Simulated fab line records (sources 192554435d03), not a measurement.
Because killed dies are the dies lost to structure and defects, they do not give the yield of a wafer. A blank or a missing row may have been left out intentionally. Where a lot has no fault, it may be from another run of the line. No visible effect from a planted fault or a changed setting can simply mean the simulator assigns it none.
Which tool did it?	flow n5-finfet	28 wafers sampled from 10 lots at 1 step of a route of 1938

## WHAT THE GAUGES READ, wafer by wafer
N5_BEOL_M13_INSPECT_12: inspects for defects (macro). Usual: 2.0 for raw-defect-count, sd 1.4.
lot	measured	on	raw-defect-count	flag
L798	day 10 16:22	defect-inspect-02	2 2 3	
L799	day 10 22:38	defect-inspect-02	2 2 1	
L800	day 11 06:34	defect-inspect-01	2 1 6	
L801	day 11 08:29	defect-inspect-01	3 2 3	
L802	day 11 20:41	defect-inspect-02	1 1 2	
L811	day 14 08:32	defect-inspect-01	3 2	
L812	day 14 13:21	defect-inspect-01	3 2	
L813	day 14 16:28	defect-inspect-02	2 1 4	
L816	day 15 22:28	defect-inspect-01	0 2 2	
L820	day 17 00:43	defect-inspect-02	4 1 3	

## WHICH TOOL RAN EACH LOT (tool, then ch and the chambers of the sampled wafers, then the start)
The record shows no process step preceding these readings.

## WHAT THE TOOLS THEMSELVES READ (means of the sampled wafers that have a number; where no wafer has one, the mark that the record gives instead)
The record holds no such reading with a usual standard deviation.

## THE ANSWER, worked out from the rows above alone
Rule: a lot is off if the mean of its wafers that have a number lies more than 3 standard deviations from the usual mean. A lot without any number at a reading at which 4 lots or more have one is off too. Any other lot the step has rows for is counted as sound. Order of review: gauges by route order, followed by the tools' own readings, for which a lot's mean as printed above is used. The first step at which some lot is off is used, and at that step the reading that is off furthest; a lot without a number counts as furthest.
Across all readings shown, no lot is off: no conclusion can be drawn from this.

## WHAT HAD BEEN PUT IN BY THE SIMULATOR
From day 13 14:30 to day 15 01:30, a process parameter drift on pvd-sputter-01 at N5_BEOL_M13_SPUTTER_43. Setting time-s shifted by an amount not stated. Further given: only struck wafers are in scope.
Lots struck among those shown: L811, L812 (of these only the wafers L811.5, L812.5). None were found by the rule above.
